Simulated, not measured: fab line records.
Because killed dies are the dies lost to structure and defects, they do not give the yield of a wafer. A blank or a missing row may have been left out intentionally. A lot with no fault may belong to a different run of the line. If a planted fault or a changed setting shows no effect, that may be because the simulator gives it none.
Chamber matching + flow nand-harc + NHARC_A_STAIRCASE_DESCUM_443 on rie-diel-03: 4 sister chambers
The step chemistry O2, time 3 s. 16 wafers are shown with their chamber, then 8 later ones without.

== WAFERS, EACH WITH ITS CHAMBER ==
| wafer  | chamber | drypump-motor-current-A (A) | showerhead-plenum-p-Torr (Torr) | oes-product-au (a.u.) |
|--------|---------|-----------------------------|---------------------------------|-----------------------|
| L074.3 | 0       | 5.3                         | 1.86                            | 1.024                 |
| L074.4 | 3       | 5.6                         | 2.06                            | 1.012                 |
| L074.6 | 1       | 6.1                         | 1.89                            | 1.013                 |
| L076.2 | 0       | 5.3                         | 1.86                            | 1.017                 |
| L076.4 | 3       | 5.6                         | 2.06                            | 0.993                 |
| L076.5 | 1       | 6.1                         | 1.88                            | 0.997                 |
| L079.2 | 1       | 6.1                         | 1.88                            | 1.001                 |
| L079.4 | 2       | 4.8                         | 1.87                            | 0.999                 |
| L079.6 | 3       | 5.6                         | 2.06                            | 1.013                 |
| L082.2 | 3       | 5.6                         | 2.05                            | 1.028                 |
| L082.4 | 1       | 6.1                         | 1.88                            | 0.999                 |
| L082.5 | 2       | 4.8                         | 1.86                            | 1.005                 |
| L086.1 | 2       | 4.8                         | 1.86                            | 0.996                 |
| L086.2 | 1       | 6.1                         | 1.87                            | 0.995                 |
| L086.6 | 2       | 4.8                         | 1.86                            | 1.007                 |
| L091.2 | 3       | 5.7                         | 2.04                            | 1.019                 |

SIGNATURES (averages over the wafers above)
| reading                  | chamber 0 | chamber 1 | chamber 2 | chamber 3 | scatter within a chamber |
|--------------------------|-----------|-----------|-----------|-----------|--------------------------|
| drypump-motor-current-A  | 5.300     | 6.100     | 4.800     | 5.620     | 0.0258                   |
| showerhead-plenum-p-Torr | 1.8600    | 1.8800    | 1.8625    | 2.0540    | 0.00704                  |
| oes-product-au           | 1.02050   | 1.00100   | 1.00175   | 1.01300   | 0.00897                  |
Rule: for a wafer and a chamber, the distance is found by dividing, reading by reading, the gap between the wafer's reading and the chamber's mean by the reading's scatter, squaring, summing and taking the root. The wafer belongs to the nearest chamber; if the next one is less than 2 further off, it can't be placed. The scatter is the square root of a quotient: the sum, over the shown wafers, of each reading's squared deviation from its chamber's mean, divided by wafers minus chambers.

== WAFERS WITHOUT THEIR CHAMBER ==
| wafer  | drypump-motor-current-A (A) | showerhead-plenum-p-Torr (Torr) | oes-product-au (a.u.) |
|--------|-----------------------------|---------------------------------|-----------------------|
| L091.4 | 6.1                         | 1.87                            | 0.994                 |
| L091.6 | 5.3                         | 1.84                            | 1.024                 |
| L092.2 | 6.1                         | 1.86                            | 0.988                 |
| L092.3 | 4.8                         | 1.85                            | 1.001                 |
| L092.5 | 6.1                         | 1.86                            | 0.991                 |
| L094.2 | 5.7                         | 2.04                            | 1.007                 |
| L094.5 | 6.1                         | 1.86                            | 0.998                 |
| L094.6 | 5.3                         | 1.84                            | 1.016                 |

== WHICH CHAMBER EACH ONE RAN IN ==
| wafer  | from the rows above | in truth |
|--------|---------------------|----------|
| L091.4 | 1                   | 1        |
| L091.6 | 0                   | 0        |
| L092.2 | 1                   | 1        |
| L092.3 | 2                   | 2        |
| L092.5 | 1                   | 1        |
| L094.2 | 3                   | 3        |
| L094.5 | 1                   | 1        |
| L094.6 | 0                   | 0        |
Correctly placed: 8 of 8. Number that these rows cannot place: 0. Placed wrongly: 0.
